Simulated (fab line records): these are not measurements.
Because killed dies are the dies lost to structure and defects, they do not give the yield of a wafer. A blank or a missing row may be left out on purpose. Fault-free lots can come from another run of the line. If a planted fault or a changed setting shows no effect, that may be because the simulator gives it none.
Split-lot experiment | flow n5-finfet | 21 wafers read across 7 lots, on a route 1938 steps long

## SPLIT DETAILS
At N5_BEOL_M2_DESCUM_33 (chemistry O2, time 7 s), the setting time-s was moved away from the recipe's 7 s on 7 of the 21 wafers read, by -17.9% to +16.9%. The other wafers ran this setting at the recipe's value.

## FROM THE SPLIT TO THE READING: what the file shows between them, 3 steps
- N5_BEOL_M2_ETCH_77: etches underlayer in N2/H2, target depth 6.5 nm, time 5.2 s
- N5_BEOL_M2_ETCH_69: etches SiARC in CF4, target depth 15.6 nm, time 26 s
- N5_BEOL_M2_ALD_98: deposits SiO2, target thk 2.5 nm, pulse time 1 s, co reactant pulse time 1 s

## THE READING
CAR-EUV_of_BEOL_M2_COAT_22.thk-nm (the simulator's own value, which no gauge read), in nm, at N5_BEOL_M2_ETCHBACK_99 (etches SiO2 in CHF3, target depth 5 nm, time 10.4 s). The file gives no usual value for it. Here, 14 wafers ran the recipe; their average is 10.4 nm with a standard deviation of 0.13 nm.

wafer  | tool, chamber at the split | time-s as run, s | against the recipe | CAR-EUV_of_BEOL_M2_COAT_22.thk-nm, nm | against lot-mates on the recipe
L077.1 | rie-diel-05, 2,3           | 7                | recipe             | 10.4                                  | -
L077.5 | rie-diel-05, 2,3           | 7                | recipe             | 10.4                                  | -
L077.6 | rie-diel-05, 0             | 5.843            | -16.5%             | 11.2                                  | +0.8
L079.1 | rie-diel-04, 1,2,3         | 7                | recipe             | 10.2                                  | -
L079.3 | rie-diel-04, 1,2,3         | 7                | recipe             | 10.4                                  | -
L079.4 | rie-diel-04, 1,2,3         | 7                | recipe             | 10.4                                  | -
L082.1 | rie-diel-04, 2             | 7                | recipe             | 10.4                                  | -
L082.3 | rie-diel-04, 0             | 7.983            | +14.0%             | 10                                    | -0.4
L082.6 | rie-diel-04, 1             | 7.983            | +14.0%             | 9.6                                   | -0.8
L083.1 | rie-diel-03, 0,2           | 7                | recipe             | 10.6                                  | -
L083.4 | rie-diel-03, 0,2           | 7                | recipe             | 10.6                                  | -
L083.5 | rie-diel-03, 3             | 7                | recipe             | 10.8                                  | -
L086.1 | rie-diel-04, 0             | 6.12             | -12.6%             | 10.8                                  | +0.4
L086.2 | rie-diel-04, 3,2           | 7                | recipe             | 10.4                                  | -
L086.3 | rie-diel-04, 3,2           | 7                | recipe             | 10.4                                  | -
L091.1 | rie-diel-04, 0             | 7                | recipe             | 10.4                                  | -
L091.2 | rie-diel-04, 3             | 8.181            | +16.9%             | 9.8                                   | -0.6
L091.5 | rie-diel-04, 3             | 8.181            | +16.9%             | 9.8                                   | -0.6
L095.3 | rie-diel-04, 3             | 7                | recipe             | 10.4                                  | -
L095.4 | rie-diel-04, 3             | 7                | recipe             | 10.4                                  | -
L095.5 | rie-diel-04, 1             | 5.748            | -17.9%             | 11                                    | +0.6
If several chambers appear in one row, that row covers several wafers at once and the file leaves open which wafer was in which chamber.

THE FIT
A straight line over all 21 wafers: CAR-EUV_of_BEOL_M2_COAT_22.thk-nm changes by -0.0388 nm for each +1% of time-s; r = -0.93; the points scatter about the line by 0.14 nm.
The same after taking each lot's own level away (the mean of its wafers on the recipe; 21 wafers): -0.0385 nm for each +1%; r = -0.96; scatter 0.099 nm.
That fit puts the effect of the largest move of time-s on the reading at 0.69 nm.
From 10.33 to 10.67 nm: that is the span of the lots' own levels, equal to 2.5 times the standard deviation above.
Hence the lot-to-lot level has little effect on the slope; both slopes agree.
Check: +0.717 nm against its lot-mates is what the line predicts for one of the wafers moved furthest among these (-17.9%) when that wafer is left out of the fit. Against them it came out at +0.6 nm.

## THE WHOLE CHAIN: every reading that the file lists as answering this split, in the file's order
step                   | what it does                                                | reading                                                                            | change (the file's fit)                | r (the file's)
N5_BEOL_M2_DESCUM_33   | chemistry O2, time 7 s                                      | CAR-EUV_of_BEOL_M2_COAT_22.thk-nm (the simulator's own value, which no gauge read) | -0.0353 nm for each +1% of the setting | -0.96
N5_BEOL_M2_ETCH_77     | etches underlayer in N2/H2, target depth 6.5 nm, time 5.2 s | CAR-EUV_of_BEOL_M2_COAT_22.thk-nm (the simulator's own value, which no gauge read) | -0.0383 nm for each +1% of the setting | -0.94
N5_BEOL_M2_ETCH_69     | etches SiARC in CF4, target depth 15.6 nm, time 26 s        | CAR-EUV_of_BEOL_M2_COAT_22.thk-nm (the simulator's own value, which no gauge read) | -0.0371 nm for each +1% of the setting | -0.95
N5_BEOL_M2_ETCHBACK_99 | etches SiO2 in CHF3, target depth 5 nm, time 10.4 s         | CAR-EUV_of_BEOL_M2_COAT_22.thk-nm (the simulator's own value, which no gauge read) | -0.0386 nm for each +1% of the setting | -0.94

## THE FILE'S OWN FIT
CAR-EUV_of_BEOL_M2_COAT_22.thk-nm changes by -0.0386 nm for each +1% of time-s, r = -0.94.
